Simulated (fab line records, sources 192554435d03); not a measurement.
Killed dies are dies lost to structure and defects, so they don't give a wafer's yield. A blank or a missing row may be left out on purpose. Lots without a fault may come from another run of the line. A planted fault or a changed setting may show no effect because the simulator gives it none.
A struck lot beside a sound one | flow n5_finfet | 15 steps out of a route of 1938
Sound: wafers L899.2, L899.4, L899.6. Struck: wafers L887.3, L887.5. (L887.6 of the same lot was not struck and is left out.) The cause comes at the end.
At each step with rows: each side's tool, then ch and its chambers, then its first start. Under that, the readings that differ: sound wafers | struck wafers | difference of the means | sigmas: that difference in standard deviations of wafers without a fault.
alike: readings whose means differ by less than 2 such deviations, and words and numbers that are the same on both sides. not compared: withheld readings, readings that some wafer has no value for, bounds like >300 that may hide the same value, and numbers for which the record gives no deviation and whose values overlap.
The two part at a step that has a row with sigmas, a row that says differs or no value, or rows on one side only. Numbers that don't overlap but have no deviation are shown without sigmas and don't part them. A reading that every wafer of one side lacks parts them only if that side has two wafers or more.

N5_BEOL_M1_ANNEAL_87: time 240 s.
  sound on pvd_sputter-03, day 11 21:11; struck on pvd_sputter-03, day 9 02:30
  alike: heater_power_w
then, 5 steps without rows for these wafers: N5_BEOL_M1_SPUTTER_88 (material Cu, target thk 4.5 nm, time 8.29 s); N5_BEOL_M1_ANNEAL_89 (time 240 s); N5_BEOL_M1_SPUTTER_90 (material Cu, target thk 4.5 nm, time 8.29 s); N5_BEOL_M1_ANNEAL_91 (time 240 s); N5_BEOL_M1_SPUTTER_92 (material Cu, target thk 4.5 nm, time 8.29 s).
N5_BEOL_M1_ANNEAL_93: time 240 s.
  sound on pvd_sputter-03, day 11 21:50; struck on pvd_sputter-03, day 9 03:10
  alike: heater_power_w
N5_BEOL_M1_SPUTTER_94: material Cu, target thk 4.5 nm, time 8.29 s.
  sound on pvd_sputter-03, day 11 21:59; struck on pvd_sputter-03, day 9 03:18
  alike: throttle_valve_pct
then, 1 step without rows for these wafers: N5_BEOL_M1_ANNEAL_95 (time 240 s).
N5_BEOL_M1_SPUTTER_96: material Cu, target thk 4.5 nm, time 8.29 s.
  sound on pvd_sputter-03, day 11 22:12; struck on pvd_sputter-03, day 9 03:31
  alike: throttle_valve_pct
then, 1 step without rows for these wafers: N5_BEOL_M1_ECD_50 (material Cu, target thk 300 nm).
N5_BEOL_M1_ANNEAL_51: time 90 s.
  sound on rtp_anneal-01 ch 0, day 11 22:26; struck on rtp_anneal-02 ch 0, day 9 03:48
  alike: wafer_temp_C_max
N5_BEOL_M1_CMP_52: polishes, stops on SiOC, t overpolish 6.8 s, target thk 40 nm.
  sound on cmp-04 ch 1,3, day 11 22:43; struck on cmp-02 ch 0,2, day 9 04:07
  reading                      | sound          | struck    | difference | sigmas
  barrier_field_endpoint_s (s) | 25.0 25.4 25.5 | 13.6 14.3 | -11.4      | -16
  time_to_endpoint_s (s)       | 62 59 64       | 35 37     | -26        | -8
  alike: motor_current_A, overpolish_run_s, slurry_filter_dp_kPa
-- the record jumps here: 2 days lie between the struck wafers' starts before and after (it left off in module BEOL_M1 and takes up again in module BEOL_M4, whose first step shown is number 1111 of the route) --
N5_BEOL_M4_RC_MEAS_101:
  sound on prober-02 ch 0, day 14 05:37; struck on prober-02 ch 0, day 11 07:48
  alike: DIBL_N, DIBL_P, IOFF_N, IOFF_P, ION_N, ION_P, SS_N, SS_P, VT_N, VT_P
-- the record jumps here: 4 days lie between the struck wafers' starts before and after (it left off in module BEOL_M4 and takes up again in module PASSIVATION, whose first step shown is number 1936 of the route) --
N5_PASSIVATION_PROBE_49:
  sound on prober-02, day 18 09:50; struck on prober-01, day 15 19:01
  reading             | sound    | struck | difference | sigmas
  killed_at_front_end | 52 41 49 | 29 24  | -21        | -2
  alike: defect_limited_yield, killed_at_M0_to_M3, killed_at_M4_up, killed_at_contacts, killed_at_other, killed_dies, killed_open, killed_short, sort_bin_4_leakage, sort_bin_5_function, sort_bin_6_memory, sort_bin_8_speed, sort_n_pass

WHERE THEY PART
First at N5_BEOL_M1_CMP_52; last, within this record, at N5_PASSIVATION_PROBE_49.

WHY: what the simulator had put in
Process parameter drift: cmp-02, from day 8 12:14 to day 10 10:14, at N5_BEOL_M1_CMP_52. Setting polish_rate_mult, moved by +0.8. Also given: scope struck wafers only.
